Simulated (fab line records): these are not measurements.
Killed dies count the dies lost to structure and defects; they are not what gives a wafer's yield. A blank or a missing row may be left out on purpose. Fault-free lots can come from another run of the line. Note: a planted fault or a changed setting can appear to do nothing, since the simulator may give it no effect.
A struck lot beside a sound one -- flow nand_harc -- 40 steps out of a route of 1159
Sound: these wafers, L822.3, L822.4, L822.5. Struck: wafer L840.1 (L840.3, L840.6, from the same lot, were not struck and are left out); the cause is given at the end.
For every step that has rows: the tool of each side, followed by ch and its chambers, followed by its first start. Under that, the readings that differ: sound wafers -- struck wafers -- difference of the means -- sigmas: that difference in standard deviations of wafers without a fault.
alike: a reading whose means differ by less than 2 such deviations, as well as words and numbers matching on both sides. not compared: withheld readings; readings where some wafer has no value; bounds like >300 that might hide an equal value; numbers whose values overlap and for which the record gives no deviation.
Wherever a step has rows on one side only, a row that says differs or no value, or a row with sigmas, the two part there. Non-overlapping numbers with no deviation appear without sigmas and do not part them. Lack of a reading on every wafer of one side parts them only where that side has two or more wafers.

NHARC_A_CONTACT_ETCH_30: etches the open film in CF4/CHF3, target depth 60.5 nm, time 30.2 s.
  sound on rie_diel-03 ch 0,2; struck on rie_diel-06 ch 0
reading,sound,struck,difference,sigmas
chf3_flow_sccm (sccm),29.88 29.92 29.91,30.10,+0.20,+2
drypump_motor_current_A (A),6.1 6.1 5.9,5.4,-0.6,-2
  alike: chamber_pressure_mTorr, oes_product_au, rf_vpp_V, showerhead_plenum_p_Torr, throttle_valve_pct
  not compared: rf_hours_counter_h
then, 1 step without rows for these wafers: NHARC_A_CONTACT_ETCH_31 (etches the open film in O2/COS, target depth 2000 nm, time 520 s).
NHARC_A_CONTACT_ETCH_134: etches the open film in C4F8/O2/Ar, time 140 s, target depth 700 nm.
  sound on har_cap_etch-03 ch 0,1, day 17 08:16; struck on har_cap_etch-02 ch 1, day 22 05:26
reading,sound,struck,difference,sigmas
chamber_pressure_mTorr (mTorr),19.981 19.984 19.996,20.030,+0.043,+2
rf_hours_counter_h (h),- - -,30,no value on the sound wafers,
  alike: oes_air_line_au
then, 3 steps without rows for these wafers: NHARC_A_CONTACT_ETCH_135 (etches the open film in C4F8/O2/Ar, time 132 s, target depth 1287 nm); NHARC_A_CONTACT_ETCH_136 (etches the open film in C4F8/O2/Ar, time 132 s, target depth 1287 nm); NHARC_A_CONTACT_ETCH_137 (etches the open film in C4F8/O2/Ar, time 132 s, target depth 1287 nm).
NHARC_A_CONTACT_ETCH_138: etches the open film in C4F8/O2/Ar, time 132 s, target depth 1289 nm.
  sound on har_cap_etch-03 ch 0,1, day 17 08:49; struck on har_cap_etch-02 ch 1, day 22 06:01
reading,sound,struck,difference,sigmas
rf_hours_counter_h (h),- - -,30,no value on the sound wafers,
  alike: chamber_pressure_mTorr, oes_air_line_au
then, 1 step without rows for these wafers: NHARC_A_CONTACT_ETCH_139 (etches the open film in C4F8/O2/Ar, time 137 s, target depth 590 nm).
NHARC_A_CONTACT_ETCH_92: etches the open film in CH3F/O2, target depth 40 nm, time 85.7 s.
  sound on rie_diel-13 ch 0,1,3, day 17 09:20; struck on rie_diel-06 ch 2, day 22 06:33
reading,sound,struck,difference,sigmas
oes_product_au (a.u.),1.00 1.02 1.01,0.93,-0.08,-2
rf_vpp_V (V),244.1 241.6 242.5,247.5,+4.8,+3
  alike: chamber_pressure_mTorr, drypump_motor_current_A, showerhead_plenum_p_Torr, throttle_valve_pct
  not compared: rf_hours_counter_h
then, 1 step without rows for these wafers: NHARC_A_CONTACT_ETCH_98 (etches the open film in C4F6/O2, target depth 20 nm, time 10 s).
NHARC_A_CONTACT_CD_MEAS_15:
  sound: cd_sem-01 at day 17 09:32; struck: cd_sem-01 at day 22 06:48
  alike: cd_nm
then, 1 step without rows for these wafers: NHARC_A_CONTACT_STRIP_107 (strips in N2/H2).
NHARC_A_CONTACT_STRIP_108: strips in CF4/CHF3.
  sound on rie_diel-13 ch 2,3, day 17 09:42; struck on rie_diel-06 ch 1,2, day 22 06:58
then, 5 steps without rows for these wafers: NHARC_A_CONTACT_STRIP_109 (strips in O2/COS); NHARC_A_CONTACT_ETCH_110 (etches the open film in CF4/O2, target depth 50 nm, overetch 5 nm, time 27.5 s); NHARC_A_CONTACT_STRIP_26 (strips in O2); NHARC_A_CONTACT_STRIP_27 (strips in post etch residue remover, time 600 s); NHARC_A_CONTACT_ALD_18 (deposits TiN, target thk 3 nm, pulse time 1 s, ald cycles 150).
NHARC_A_CONTACT_CVD_19: deposits W, target thk 300 nm, time 802 s.
  sound on cvd_w-01 ch 0,1; struck on cvd_w-02 ch 0
  alike: heater_power_w, throttle_valve_pct
then, 12 steps without rows for these wafers: NHARC_A_CONTACT_CMP_20 (polishes, t overpolish 30 s, target thk 300 nm); NHARC_A_CONTACT_SRD_22; NHARC_A_BLC_DEHYDRATE_00 (time 120 s); NHARC_A_BLC_HMDS_01 (time 30 s); NHARC_A_BLC_COAT_02 (time 75 s); NHARC_A_BLC_COAT_03 (time 65 s); NHARC_A_BLC_COAT_04 (resist thk 90 nm); NHARC_A_BLC_SOFTBAKE_05 (time 55 s); NHARC_A_BLC_EBR_06; NHARC_A_BLC_EXPOSE_07 (exposes mask A BLC, target cd 100 nm); NHARC_A_BLC_PEB_08 (peb time 65 s); NHARC_A_BLC_DEVELOP_09 (develop time 35 s).
NHARC_A_BLC_CD_MEAS_10 targets a cd of 100 nm.
  sound on cd_sem-03 ch 0, day 17 16:55; struck on cd_sem-02 ch 0, day 22 10:53
  alike: cd_nm
NHARC_A_BLC_OVL_MEAS_11:
  sound: overlay-01 at day 17 16:59; struck: overlay-02 at day 22 10:58
  alike: overlay_x_nm, overlay_y_nm
then, 4 steps without rows for these wafers: NHARC_A_BLC_DESCUM_15 (chemistry O2, time 3 s); NHARC_A_BLC_ETCH_16 (etches the open film in CF4, target depth 39 nm, time 65 s); NHARC_A_BLC_ETCH_17 (etches the open film in N2/H2, target depth 390 nm, time 609.38 s); NHARC_A_BLC_ETCH_18 (etches the open film in C4F8/O2/Ar, target depth 910 nm).
NHARC_A_BLC_CD_MEAS_19:
  sound: cd_sem-02 at day 17 18:04; struck: cd_sem-02 at day 22 12:02
  alike: cd_nm
then, 1 step without rows for these wafers: NHARC_A_BLC_STRIP_29 (strips in CF4).
-- jump in the record: it breaks off in module A_BLC and resumes in module END (first step shown: number 1159 of the route), and 2 days separate the struck wafers' starts before and after --
NHARC_END_SORT_01:
  only the struck wafers appear in the record here, on prober-01 ch 0 at day 24 17:32; the sound ones have no rows

## WHERE THEY PART
At NHARC_A_CONTACT_ETCH_30 first; at NHARC_END_SORT_01 last (within this record only).

WHY: what the simulator had put in
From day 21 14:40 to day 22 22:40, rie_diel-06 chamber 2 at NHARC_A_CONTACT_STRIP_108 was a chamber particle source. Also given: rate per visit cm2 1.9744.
